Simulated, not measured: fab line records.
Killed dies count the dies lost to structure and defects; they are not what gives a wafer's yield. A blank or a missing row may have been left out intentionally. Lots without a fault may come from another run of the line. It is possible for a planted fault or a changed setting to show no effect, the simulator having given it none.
fab line records	flow nand_harc
[record] lots = 13	wafers = 39	last_day = 33
route steps=1302 shown A_CONTACT@1106 A_BLC@1124
lots that met no fault: taken from a fault-free run of the same line
start_h: start of the lot's first displayed wafer, in hours after the record's first day	wait_h: time in hours since the lot's previous step	" the same as in the row above	L1.1+2: one row covering several wafers at once	- no value, or no start was given	* or withheld: withheld	< > ~ a bound
route shown NAME@n: a module of which the file shows steps, and the number in the route of the first	usual: average and standard deviation across the fault-free wafers	same: alike in all rows	chamber/n: place in a boat	sites: each site's reading	_std_site: their standard deviation	_edge_site: the outer-site mean with the inner-site mean subtracted	radius_mm: how far each site lies from the wafer's centre	mask NAME#n: copy n	behind: tool/chamber where the wafer was last shaped	hold: the reason the lot was held/the length of the hold in hours/how it ended	device: which transistor (n, p or np) failed to switch	end of line: tests run on the same wafers once the route is complete	step lacking rows: just its recipe	killed: the dies lost at the first sort to structure and to defects; this is not the yield of the wafer	map: a wafer's dies, marking killed ones x, the rest . and places with no die _
set.NAME: setting as actually run; set.NAME@STEP: the setting as run at that earlier step	model.NAME: the simulator's own value behind a step, which no gauge read
a sample of lots followed through the steps of the route, with each step as a table and each wafer as a row
services: when a tool's chamber went out of use (start_h, in hours from the record's first day, below 0 if earlier), for how many hours, and the reason
[[steps]]
[step NHARC_A_CONTACT_INSPECT_23]
[usual] raw_defect_count = 533/150
lot.wafer	tool	chamber	start_h	wait_h	raw_defect_count
L438.1	defect_inspect-01	-	514.86	0.1	683
L438.4	"	-	"	"	621
L438.5	"	-	"	"	992
L440.1	defect_inspect-02	-	551.01	0.1	418
L440.3	"	-	"	"	366
L440.5	"	-	"	"	675
L443.1	defect_inspect-01	-	552.45	0.1	481
L443.4	"	-	"	"	598
L443.6	"	-	"	"	583
L451.2	defect_inspect-01	-	653.46	0.1	549
L451.4	"	-	"	"	622
L451.5	"	-	"	"	492
L452.2	defect_inspect-02	-	658.65	0.1	435
L452.3	"	-	"	"	383
L452.5	"	-	"	"	451
L454.2	defect_inspect-01	-	671.34	0.1	531
L454.3	"	-	"	"	867
L454.6	"	-	"	"	833
L455.2	defect_inspect-02	-	675.20	0.1	445
L455.3	"	-	"	"	505
L455.6	"	-	"	"	359
L457.1	defect_inspect-02	-	688.65	0.1	363
L457.4	"	-	"	"	346
L457.5	"	-	"	"	540
L456.3	defect_inspect-01	-	693.32	0.1	578
L456.5	"	-	"	"	572
L456.6	"	-	"	"	564
L459.1	defect_inspect-01	-	713.19	0.1	397
L459.2	"	-	"	"	397
L459.3	"	-	"	"	419
L458.4	defect_inspect-02	-	714.13	0.1	708
L458.5	"	-	"	"	619
L458.6	"	-	"	"	538
L460.1	defect_inspect-01	-	730.90	0.1	888
L460.2	"	-	"	"	548
L460.6	"	-	"	"	467
L461.1	defect_inspect-02	-	745.43	0.1	396
L461.3	"	-	"	"	400
L461.5	"	-	"	"	542
[step NHARC_A_BLC_CD_MEAS_19]
[usual] cd_nm = 101.2/2.1
lot.wafer	tool	chamber	start_h	wait_h	cd_nm
L438.1	cd_sem-01	-	516.52	-	100.2
L438.4	"	-	"	"	101.8
L438.5	"	-	"	"	100.1
L440.1	cd_sem-01	-	553.09	-	98.0
L440.3	"	-	"	"	104.9
L440.5	"	-	"	"	98.6
L443.1	cd_sem-01	-	553.99	-	103.1
L443.4	"	-	"	"	104.6
L443.6	"	-	"	"	106.1
L451.2	cd_sem-03	-	655.01	-	100.0
L451.4	"	-	"	"	101.5
L451.5	"	-	"	"	99.5
L452.2	cd_sem-02	-	660.30	-	102.3
L452.3	"	-	"	"	101.9
L452.5	"	-	"	"	103.3
L454.2	cd_sem-02	-	672.88	-	99.5
L454.3	"	-	"	"	101.0
L454.6	"	-	"	"	99.5
L455.2	cd_sem-01	-	676.89	-	101.1
L455.3	"	-	"	"	101.1
L455.6	"	-	"	"	101.4
L457.1	cd_sem-03	-	690.31	-	100.2
L457.4	"	-	"	"	101.6
L457.5	"	-	"	"	101.0
L456.3	cd_sem-01	-	694.99	-	104.4
L456.5	"	-	"	"	100.2
L456.6	"	-	"	"	103.0
L459.1	cd_sem-02	-	714.73	-	100.4
L459.2	"	-	"	"	102.1
L459.3	"	-	"	"	100.9
L458.4	cd_sem-02	-	715.67	-	98.5
L458.5	"	-	"	"	98.4
L458.6	"	-	"	"	100.2
L460.1	cd_sem-03	-	732.44	-	102.4
L460.2	"	-	"	"	100.3
L460.6	"	-	"	"	100.6
L461.1	cd_sem-01	-	747.10	-	103.2
L461.3	"	-	"	"	101.0
L461.5	"	-	"	"	102.9
[step NHARC_A_BLC_PVD_32]
[recipe] target_thk_a = 50	chamber_pressure_pa = 5	power_w = 5000	substrate_temp_c = 200	time_s = 17.7	material = Ti
[usual] throttle_valve_pct = 29.8/1.1
lot.wafer	tool	chamber	start_h	wait_h	throttle_valve_pct
L438.4	pvd_sputter-02	-	-	-	29.0
L438.1	"	-	"	"	31.1
L438.5	"	-	"	"	29.3
L440.1	pvd_sputter-03	-	-	-	30.0
L440.3	"	-	"	"	28.2
L440.5	"	-	"	"	30.2
L443.4	pvd_sputter-03	-	-	-	30.0
L443.1	"	-	"	"	30.4
L443.6	"	-	"	"	29.7
L451.4	pvd_sputter-02	-	-	-	31.1
L451.2	"	-	"	"	29.8
L451.5	"	-	"	"	28.0
L452.2	pvd_sputter-01	-	-	-	29.9
L452.3	"	-	"	"	30.4
L452.5	"	-	"	"	27.8
L454.2	pvd_sputter-01	-	-	-	30.5
L454.3	"	-	"	"	27.9
L454.6	"	-	"	"	30.1
L455.3	pvd_sputter-02	-	-	-	29.5
L455.2	"	-	"	"	31.2
L455.6	"	-	"	"	29.9
L457.4	pvd_sputter-02	-	-	-	28.0
L457.1	"	-	"	"	31.3
L457.5	"	-	"	"	31.4
L456.3	pvd_sputter-02	-	-	-	31.4
L456.6	"	-	"	"	31.1
L456.5	"	-	"	"	29.9
L459.1	pvd_sputter-01	-	-	-	30.1
L459.3	"	-	"	"	30.9
L459.2	"	-	"	"	27.9
L458.4	pvd_sputter-02	-	-	-	29.6
L458.6	"	-	"	"	28.1
L458.5	"	-	"	"	31.4
L460.2	pvd_sputter-03	-	-	-	30.2
L460.1	"	-	"	"	30.0
L460.6	"	-	"	"	30.8
L461.3	pvd_sputter-02	-	-	-	29.3
L461.1	"	-	"	"	28.1
L461.5	"	-	"	"	30.0
[step NHARC_A_BLC_CVD_24]
[recipe] target_thk_a = 1500	temp_c = 300	pressure_torr = 40	wf6_flow_sccm = 40	h2_flow_sccm = 1600	ar_flow_sccm = 1560	time_s = 434	material = W
[usual] chamber_pressure_Torr = 40.01/0.088	heater_power_w = 451/37	mfc_wf6_sccm = 40.01/0.12	throttle_valve_pct = 7.79/0.24
lot.wafer	tool	chamber	start_h	wait_h	chamber_pressure_Torr	heater_power_w	mfc_wf6_sccm	throttle_valve_pct
L438.1	cvd_w-02	0	517.57	-	40.11	501	39.97	7.65
L438.4	"	1	"	"	40.06	462	40.10	7.73
L438.5	"	1	"	"	40.03	445	39.80	7.68
L440.1	cvd_w-02	1	554.26	-	39.94	450	40.09	7.53
L440.3	"	0	"	"	40.06	531	40.20	7.63
L440.5	"	0	"	"	40.09	525	39.97	7.83
L443.1	cvd_w-02	0	555.22	-	39.95	519	39.96	7.66
L443.4	"	0	"	"	39.96	535	39.96	7.95
L443.6	"	1	"	"	40.06	443	39.95	7.82
L451.2	cvd_w-01	1	656.05	-	40.04	419	39.87	7.82
L451.4	"	0	"	"	39.91	431	39.86	7.81
L451.5	"	1	"	"	40.04	416	39.96	8.03
L452.2	cvd_w-02	0	661.42	-	40.01	523	39.96	7.41
L452.3	"	0	"	"	39.88	514	40.11	7.34
L452.5	"	0	"	"	39.97	520	40.17	7.37
L454.2	cvd_w-01	1	673.93	-	39.93	419	40.13	8.04
L454.3	"	1	"	"	40.01	428	40.15	7.89
L454.6	"	0	"	"	40.05	420	40.08	8.06
L455.2	cvd_w-01	1	677.95	-	39.98	418	40.07	8.03
L455.3	"	0	"	"	40.05	428	39.93	8.04
L455.6	"	0	"	"	40.10	433	40.04	7.90
L457.1	cvd_w-02	0	691.36	-	39.90	507	40.10	7.44
L457.4	"	1	"	"	40.20	447	39.95	7.82
L457.5	"	0	"	"	40.09	527	40.11	7.48
L456.3	cvd_w-01	0	696.25	-	40.02	438	39.86	8.09
L456.6	"	1	"	"	40.18	416	40.01	8.15
L456.5	"	0	"	"	39.94	426	39.98	7.81
L459.1	cvd_w-02	1	715.78	-	39.91	453	40.23	7.58
L459.2	"	0	"	"	40.00	508	40.15	7.36
L459.3	"	0	"	"	39.94	503	39.90	7.49
L458.4	cvd_w-01	1	716.95	-	39.91	419	39.99	7.88
L458.6	"	0	"	"	40.14	428	39.99	8.24
L458.5	"	1	"	"	40.00	422	39.96	7.72
L460.1	cvd_w-02	1	733.49	-	40.00	448	39.84	7.33
L460.2	"	0	"	"	39.94	520	39.95	7.38
L460.6	"	0	"	"	39.93	514	40.07	7.63
L461.1	cvd_w-01	1	748.21	-	39.89	464	39.72	8.27
L461.3	"	1	"	"	39.92	468	39.80	7.94
L461.5	"	1	"	"	39.97	465	39.80	8.19
[step NHARC_A_BLC_CMP_25]
[recipe] t_overpolish_s = 30	target_thk_nm = 150
[usual] motor_current_A = 12.1/1.7	overpolish_run_s = 29.999/0.0089	time_to_endpoint_s = 29.1/2.8
lot.wafer	tool	chamber	start_h	wait_h	motor_current_A	overpolish_run_s	time_to_endpoint_s
L438.4	cmp-03	0	518.10	0.2	11.7	29.983	26.3
L438.1	"	3	"	"	11.8	30.007	29.3
L438.5	"	0	"	"	12.1	30.009	28.1
L440.1	cmp-04	0	554.93	0.6	11.0	29.986	34.0
L440.3	"	1	"	"	11.2	29.984	9.2
L440.5	"	2	"	"	14.0	29.988	8.5
L443.4	cmp-04	3	555.70	0.3	9.8	30.004	15.9
L443.1	"	1	"	"	11.6	30.001	8.6
L443.6	"	2	"	"	14.0	30.000	27.0
L451.4	cmp-03	3	656.61	0.3	11.3	30.013	32.3
L451.2	"	1	"	"	11.9	30.006	33.8
L451.5	"	3	"	"	11.0	30.003	31.5
L452.3	cmp-01	3	661.90	0.3	16.2	30.002	26.2
L452.2	"	0	"	"	12.2	30.001	27.5
L452.5	"	3	"	"	15.6	30.000	28.2
L454.2	cmp-03	0	674.46	0.5	12.0	30.003	28.4
L454.3	"	3	"	"	11.1	30.006	30.5
L454.6	"	1	"	"	11.6	29.993	33.4
L455.3	cmp-01	1	678.53	0.3	11.9	29.989	27.6
L455.2	"	2	"	"	10.5	29.998	27.7
L455.6	"	3	"	"	15.4	29.989	27.5
L457.4	cmp-03	1	691.89	0.2	11.6	29.994	30.9
L457.1	"	2	"	"	13.5	30.003	29.2
L457.5	"	2	"	"	12.6	30.016	28.4
L456.3	cmp-01	2	696.56	0.2	10.1	30.007	31.5
L456.5	"	2	"	"	9.8	29.997	31.7
L456.6	"	3	"	"	16.1	30.003	31.4
L459.2	cmp-03	0	716.34	0.4	11.0	30.003	30.4
L459.1	"	1	"	"	11.6	29.990	33.9
L459.3	"	2	"	"	13.1	30.008	32.1
L458.4	cmp-04	3	717.27	0.2	10.7	30.005	30.3
L458.6	"	3	"	"	10.0	29.993	31.2
L458.5	"	0	"	"	11.1	29.996	29.7
L460.2	cmp-04	0	734.05	0.4	11.2	29.986	33.0
L460.1	"	2	"	"	14.2	29.997	29.6
L460.6	"	0	"	"	11.4	29.988	31.5
L461.3	cmp-01	3	748.72	0.3	15.0	29.991	30.4
L461.1	"	0	"	"	12.6	29.992	28.8
L461.5	"	1	"	"	12.7	29.996	26.6
[[services]]
tool	chamber	start_h	hours	kind
cmp-04	-	494.39	1.0	repair
cmp-04	-	503.14	4.0	pm
cvd_w-02	-	515.87	0.6	repair
cvd_w-02	-	522.17	0.4	repair
cmp-01	-	523.48	0.5	repair
cmp-04	-	541.55	3.7	repair
cvd_w-01	-	547.00	13.0	pm
cmp-03	-	554.08	4.0	pm
cmp-01	-	556.16	0.9	repair
cmp-04	-	561.49	0.8	repair
cmp-04	-	563.85	8.7	repair
cmp-01	-	588.47	4.0	pm
cmp-04	-	601.14	4.0	pm
pvd_sputter-02	-	617.40	8.5	repair
cvd_w-02	-	631.55	13.0	pm
pvd_sputter-02	-	638.80	10.0	pm
cmp-04	-	642.02	1.8	repair
cmp-04	-	647.95	1.9	repair
cmp-03	-	652.08	4.0	pm
cmp-01	-	686.47	4.0	pm
cmp-04	-	699.14	4.0	pm
pvd_sputter-02	-	721.15	8.4	repair
cvd_w-01	-	728.00	13.0	pm
cvd_w-02	1	745.28	4.3	repair
[[key]]
[first_sign] step = NHARC_A_BLC_CMP_25	reading = time_to_endpoint_s	direction = down	sigmas = 6.5	usual = *	struck = *
effect none on later readings
met_at NHARC_A_BLC_CVD_24
struck_lots L440,L443
struck_wafers L440.3,L440.5,L443.1,L443.4
tester_left_out L440,L443
not_acting_at NHARC_A_CONTACT_INSPECT_23,NHARC_A_BLC_CD_MEAS_19,NHARC_A_BLC_PVD_32
onset_between 517.57 554.26
[fault] kind = process_parameter_drift	tool = cvd_w-02	chamber = 0	onset_h = 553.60	steps = NHARC_A_BLC_CVD_24	channel = target_thk_a	offset = *	shape = step	end_h = 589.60	acts_in = *	stated = *
// tester_left_out: of these lots the tester's yield and bins aren't shown, on N5 and GAA mostly nor the transistor test; their killed dies are dies lost to structure and defects alone, not to doping, threshold or leakage, so they don't give the yield
